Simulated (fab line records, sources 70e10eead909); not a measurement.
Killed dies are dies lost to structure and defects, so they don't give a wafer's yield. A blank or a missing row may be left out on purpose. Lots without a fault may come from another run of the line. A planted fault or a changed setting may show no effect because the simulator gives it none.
Problem report in the 8D (eight disciplines) form, filled by code | flow nand_harc | the parts of the form that need people (team, actions taken, sign-off) are left out

1. THE PROBLEM
rf_fwd_power_W at NHARC_A_BONDPAD_ETCH_12 reads a mean of 296.7 W on 9 wafers of 3 lots; wafers without a fault read 496.7 W with a standard deviation of 1.7. That is -99 or more standard deviations from the usual mean.
The step: etches the open film in CHF3/O2, target depth 220 nm, time 110 s.
First seen on wafer L907.4, day 30 18:55, on rie_diel-11. The record holds 45 wafers of 15 lots with a number at this step. Rule for "out", or "out of limits": more than 4 standard deviations from the usual mean. The other wafers with a number count as sound.

2. WHAT IT IS AND WHAT IT IS NOT
question                    | is                             | is not
which readings at this step | rf_fwd_power_W, oes_product_au | drypump_motor_current_A, rf_vpp_V, showerhead_plenum_p_Torr, throttle_valve_pct
which lots                  | L907, L909, L911               | L890, L891, L892, L893, L894, L895, L897, L898, L899, L900, L901, L902
which wafers of those lots  | all that have a number         | -
read on which tools         | rie_diel-11                    | rie_diel-04
when                        | from day 30 18:55              | up to then (36 sound wafers)

3. SUSPECTS, AND WHAT RULES EACH OUT
Counting: a tool at a process step up to the reading stays a suspect if it ran every lot that is out and no sound lot after the first of them.
- rie_diel-11 at NHARC_A_BONDPAD_DESCUM_11 (chemistry O2, time 3 s): kept. It ran every lot that is out, first L907 (day 30 18:46), and no sound lot after that; its last sound lot up to then is L902 (day 29 00:59).
- rie_diel-11 at NHARC_A_BONDPAD_ETCH_12 (etches the open film in CHF3/O2, target depth 220 nm, time 110 s): kept. It ran every lot that is out, first L907 (day 30 18:55), and no sound lot after that; its last sound lot up to then is L902 (day 29 01:10). Its own readings are out on those wafers: oes_product_au, rf_fwd_power_W.
Left after counting: rie_diel-11 at NHARC_A_BONDPAD_DESCUM_11, rie_diel-11 at NHARC_A_BONDPAD_ETCH_12.

4. THE CAUSE (what the simulator had put in)
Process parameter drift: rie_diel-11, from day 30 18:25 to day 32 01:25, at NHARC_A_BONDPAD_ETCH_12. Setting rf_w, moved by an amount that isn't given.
Counting left 2 suspects, and this tool is among them.

5. THE CHAIN OF EFFECTS, in route order
Each row: a reading whose mean over the struck wafers that have a number lies more than 3 standard deviations from the usual. Only readings for which the record gives a usual standard deviation are gone through. hours: the time from each lot's start at the first step in this table that gives one to its start at this step, as a median over the lots. sigmas: the change in usual standard deviations.
hours | step                    | reading        | usual      | on struck wafers | change | sigmas
0     | NHARC_A_BONDPAD_ETCH_12 | oes_product_au | 0.941 a.u. | 0.721            | -0.220 | -9.6
0     | NHARC_A_BONDPAD_ETCH_12 | rf_fwd_power_W | 496.7 W    | 296.7            | -200.0 | -99 or more
The process steps in it:
- NHARC_A_BONDPAD_ETCH_12: etches the open film in CHF3/O2, target depth 220 nm, time 110 s.

6. WHAT WOULD HAVE CAUGHT IT SOONER
In this record the first reading out of limits was taken at day 30 18:55, 1 hour after the fault began at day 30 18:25.
